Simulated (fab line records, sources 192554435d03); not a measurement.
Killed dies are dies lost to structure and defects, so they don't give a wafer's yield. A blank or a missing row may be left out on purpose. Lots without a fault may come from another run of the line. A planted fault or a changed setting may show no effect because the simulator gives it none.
Split-lot experiment | flow n5_finfet | 7 lots, 21 wafers read, on a route of 1938 steps

THE SPLIT
At N5_ZERO_LAYER_COAT_05 (resist thk 1000 nm), the setting spin_rpm was moved away from the recipe's 1500 rpm on 11 of the 21 wafers read, by -10.9% to +11.1%. The other wafers ran this setting at the recipe's value.

FROM THE SPLIT TO THE READING: what the file shows between them, 4 steps
- N5_ZERO_LAYER_EBR_07
- N5_ZERO_LAYER_SOFTBAKE_06: time 90 s
- N5_ZERO_LAYER_DESCUM_16: chemistry O2, time 7.9 s
- N5_ZERO_LAYER_ETCH_17: etches SiO2 in CF4, target depth 12 nm, time 13.3 s

THE READING
coat_of_ZERO_LAYER_COAT_05.thk_nm (the simulator's own value, which no gauge read), in nm, at N5_ZERO_LAYER_ETCH_18 (etches Si in HBr/Cl2, target depth 120 nm, time 40 s). The file gives no usual value for it. The 10 wafers here that ran the recipe average 930.2 nm, standard deviation 2.3 nm.

wafer  | tool, chamber at the split | spin_rpm as run, rpm | against the recipe | coat_of_ZERO_LAYER_COAT_05.thk_nm, nm | against lot-mates on the recipe
L075.1 | litho_track-04, 0          | 1639                 | +9.3%              | 885.6                                 | -44.9
L075.5 | litho_track-04, 0          | 1500                 | recipe             | 931.4                                 | -
L075.6 | litho_track-04, 0          | 1500                 | recipe             | 929.6                                 | -
L078.3 | litho_track-01, 0          | 1666                 | +11.1%             | 879.6                                 | -51.2
L078.5 | litho_track-01, 0          | 1500                 | recipe             | 930.8                                 | -
L078.6 | litho_track-01, 0          | 1666                 | +11.1%             | 877.4                                 | -53.4
L079.2 | litho_track-04, 0          | 1336                 | -10.9%             | 989.7                                 | +59.9
L079.4 | litho_track-04, 0          | 1336                 | -10.9%             | 988.7                                 | +58.9
L079.6 | litho_track-04, 0          | 1500                 | recipe             | 929.8                                 | -
L085.1 | litho_track-04, 0          | 1500                 | recipe             | 935                                   | -
L085.2 | litho_track-04, 0          | 1398                 | -6.8%              | 974.3                                 | +39.3
L085.3 | litho_track-04, 0          | 1398                 | -6.8%              | 975.1                                 | +40.1
L091.3 | litho_track-01, 0          | 1500                 | recipe             | 928.2                                 | -
L091.4 | litho_track-01, 0          | 1383                 | -7.8%              | 967.7                                 | +39.5
L091.5 | litho_track-01, 0          | 1383                 | -7.8%              | 971.7                                 | +43.5
L092.2 | litho_track-04, 0          | 1500                 | recipe             | 932.4                                 | -
L092.3 | litho_track-04, 0          | 1500                 | recipe             | 930                                   | -
L092.5 | litho_track-04, 0          | 1500                 | recipe             | 926.3                                 | -
L093.3 | litho_track-02, 0          | 1336                 | -10.9%             | 991.8                                 | +63.3
L093.4 | litho_track-02, 0          | 1336                 | -10.9%             | 988.2                                 | +59.7
L093.5 | litho_track-02, 0          | 1500                 | recipe             | 928.5                                 | -

THE FIT
A straight line over all 21 wafers: coat_of_ZERO_LAYER_COAT_05.thk_nm changes by -5.17 nm for each +1% of spin_rpm; r = -0.99; the points scatter about the line by 3.7 nm.
The same after taking each lot's own level away (the mean of its wafers on the recipe; 21 wafers): -5.21 nm for each +1%; r = -1.00; scatter 2.6 nm.
On that fit, the largest move of spin_rpm shifts the reading by 58 nm.
The lots' own levels span 928.20 to 935.00 nm, that is 3.0 times the standard deviation above.
So the lot-to-lot level changes the slope little: the two slopes agree.
Check: with one of the wafers moved furthest among these (+11.1%) left out of the fit, the line predicts -57.2 nm for it against its lot-mates. It came out at -51.2 nm against them.

OTHER SPLITS ON THESE WAFERS
These wafers also went through other splits before the reading. Each is held against what the fit with the lots' levels taken away leaves over:
other split on the same wafers | wafers away from the commonest value | r with coat_of_ZERO_LAYER_COAT_05.thk_nm (lot level and that fit taken away)
N5_ZERO_LAYER_PECVD_02 time_s  | 9                                    | +0.07

THE WHOLE CHAIN: every reading that the file lists as answering this split, in the file's order
step                   | what it does                                         | reading                                                                            | change (the file's fit)              | r (the file's)
N5_ZERO_LAYER_COAT_05  | resist thk 1000 nm                                   | coat_of_ZERO_LAYER_COAT_05.thk_nm (the simulator's own value, which no gauge read) | -5.26 nm for each +1% of the setting | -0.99
N5_ZERO_LAYER_ETCH_18  | etches Si in HBr/Cl2, target depth 120 nm, time 40 s | coat_of_ZERO_LAYER_COAT_05.thk_nm (the simulator's own value, which no gauge read) | -5.25 nm for each +1% of the setting | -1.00
N5_ZERO_LAYER_STRIP_24 | strips in O2                                         | strip_time_to_endpoint_s                                                           | withheld for each +1% of the setting | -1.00

THE FILE'S OWN FIT
coat_of_ZERO_LAYER_COAT_05.thk_nm changes by -5.25 nm for each +1% of spin_rpm, r = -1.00.
